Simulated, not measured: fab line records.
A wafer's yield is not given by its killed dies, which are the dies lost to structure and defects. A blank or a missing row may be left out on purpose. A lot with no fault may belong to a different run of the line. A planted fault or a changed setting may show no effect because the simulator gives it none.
The tool behind it: which one? :: flow n5-finfet :: Sampling: 10 lots, 30 wafers, 5 of 1938 route steps

WHAT EACH GAUGE READ, for each wafer
N5_BEOL_M4_RC_MEAS_101.
lot: L776
measured: day 8 03:00
on: prober-02
DIBL_N (mV/V): 38.5 37.3 37.8

lot: L778
measured: day 8 05:42
on: prober-02
DIBL_N (mV/V): 36.4 37.6 36.8

lot: L779
measured: day 8 12:34
on: prober-02
DIBL_N (mV/V): 36.4 36.8 34.2

lot: L784
measured: day 10 01:58
on: prober-01
DIBL_N (mV/V): 36.1 35.1 34.5

lot: L786
measured: day 10 17:31
on: prober-02
DIBL_N (mV/V): 35.0 35.8 35.3

lot: L787
measured: day 10 20:30
on: prober-01
DIBL_N (mV/V): 35.7 36.9 37.6

lot: L788
measured: day 10 21:04
on: prober-02
DIBL_N (mV/V): 37.0 37.2 37.8

lot: L789
measured: day 11 01:06
on: prober-02
DIBL_N (mV/V): 38.3 36.5 37.7

lot: L793
measured: day 11 22:46
on: prober-02
DIBL_N (mV/V): 34.5 36.7 37.1

lot: L798
measured: day 13 08:16
on: prober-01
DIBL_N (mV/V): 36.9 40.8 38.4

WHAT TOOL EACH LOT RAN ON (gives the tool, then ch and the chambers of the sampled wafers, and finally the start)
lot: L776
N5_BEOL_M2_VIA_ETCH_34: rie-diel-06 ch 0,2, day 7 00:26
N5_BEOL_M2_PRE_CLEAN_45: pvd-sputter-02, day 7 01:28
N5_BEOL_M2_CVD_47: cvd-co-01 ch 0,1, day 7 02:01
N5_BEOL_M2_SPUTTER_79: pvd-sputter-02, day 7 02:34

lot: L778
N5_BEOL_M2_VIA_ETCH_34: rie-diel-04 ch 0,3, day 7 04:01
N5_BEOL_M2_PRE_CLEAN_45: pvd-sputter-01, day 7 04:35
N5_BEOL_M2_CVD_47: cvd-co-02 ch 1,2, day 7 05:04
N5_BEOL_M2_SPUTTER_79: pvd-sputter-01, day 7 05:29

lot: L779
N5_BEOL_M2_VIA_ETCH_34: rie-diel-06 ch 1,3, day 7 08:47
N5_BEOL_M2_PRE_CLEAN_45: pvd-sputter-02, day 7 09:31
N5_BEOL_M2_CVD_47: cvd-co-02 ch 1,2, day 7 09:56
N5_BEOL_M2_SPUTTER_79: pvd-sputter-01, day 7 10:19

lot: L784
N5_BEOL_M2_VIA_ETCH_34: rie-diel-02 ch 0,1,2, day 8 18:33
N5_BEOL_M2_PRE_CLEAN_45: pvd-sputter-03, day 8 19:46
N5_BEOL_M2_CVD_47: cvd-co-02 ch 0,1,2, day 8 20:17
N5_BEOL_M2_SPUTTER_79: pvd-sputter-01, day 8 20:40

lot: L786
N5_BEOL_M2_VIA_ETCH_34: rie-diel-02 ch 0,1,2, day 9 03:16
N5_BEOL_M2_PRE_CLEAN_45: pvd-sputter-03, day 9 03:55
N5_BEOL_M2_CVD_47: cvd-co-01 ch 0,1,2, day 9 04:35
N5_BEOL_M2_SPUTTER_79: pvd-sputter-02, day 9 04:58

lot: L787
N5_BEOL_M2_VIA_ETCH_34: rie-diel-02 ch 0,2,3, day 9 16:04
N5_BEOL_M2_PRE_CLEAN_45: pvd-sputter-01, day 9 16:47
N5_BEOL_M2_CVD_47: cvd-co-01 ch 0,1, day 9 17:26
N5_BEOL_M2_SPUTTER_79: pvd-sputter-03, day 9 18:10

lot: L788
N5_BEOL_M2_VIA_ETCH_34: rie-diel-02 ch 0,2,3, day 9 20:28
N5_BEOL_M2_PRE_CLEAN_45: pvd-sputter-03, day 9 22:23
N5_BEOL_M2_CVD_47: cvd-co-01 ch 0,1,2, day 9 22:50
N5_BEOL_M2_SPUTTER_79: pvd-sputter-03, day 9 23:13

lot: L789
N5_BEOL_M2_VIA_ETCH_34: rie-diel-02 ch 0,3, day 10 00:52
N5_BEOL_M2_PRE_CLEAN_45: pvd-sputter-01, day 10 01:30
N5_BEOL_M2_CVD_47: cvd-co-02 ch 0,2, day 10 01:57
N5_BEOL_M2_SPUTTER_79: pvd-sputter-03, day 10 02:25

lot: L793
N5_BEOL_M2_VIA_ETCH_34: rie-diel-04 ch 0,3, day 10 23:10
N5_BEOL_M2_PRE_CLEAN_45: pvd-sputter-02, day 10 23:41
N5_BEOL_M2_CVD_47: cvd-co-02 ch 0,2, day 11 00:02
N5_BEOL_M2_SPUTTER_79: pvd-sputter-01, day 11 00:25

lot: L798
N5_BEOL_M2_VIA_ETCH_34: rie-diel-06 ch 0,3, day 12 08:01
N5_BEOL_M2_PRE_CLEAN_45: pvd-sputter-03, day 12 10:29
N5_BEOL_M2_CVD_47: cvd-co-02 ch 0,2, day 12 11:06
N5_BEOL_M2_SPUTTER_79: pvd-sputter-01, day 12 11:33
- N5_BEOL_M2_VIA_ETCH_34: etches the open film in C4F6/O2, target depth 69.4 nm, time 65.9 s.
- N5_BEOL_M2_PRE_CLEAN_45: time 30 s.
- N5_BEOL_M2_CVD_47: deposits Co from CCTBA/H2, target thk 3 nm, time 223.8 s.
- N5_BEOL_M2_SPUTTER_79: material Cu, target thk 4.5 nm, time 8.29 s.

THE ANSWER, worked out from the rows above alone
Rule: what is usual is taken from the lots themselves. The widest of any qualifying gaps counts: lots, ordered by their means at a reading, are off when they make up no more than a third of the lots, leave a main group of 4 or more, and stand apart from it by 3 or more times the standard deviation of that group's means. A main group whose means are all the same, to the digits that the tables above print for the reading, isn't used. A lot without any number at a reading at which 4 lots or more have one is off too. Any other lot the step has rows for is counted as sound.
None of the lots is off at any reading shown; this tells nothing.

WHAT THE SIMULATOR HAD PUT IN
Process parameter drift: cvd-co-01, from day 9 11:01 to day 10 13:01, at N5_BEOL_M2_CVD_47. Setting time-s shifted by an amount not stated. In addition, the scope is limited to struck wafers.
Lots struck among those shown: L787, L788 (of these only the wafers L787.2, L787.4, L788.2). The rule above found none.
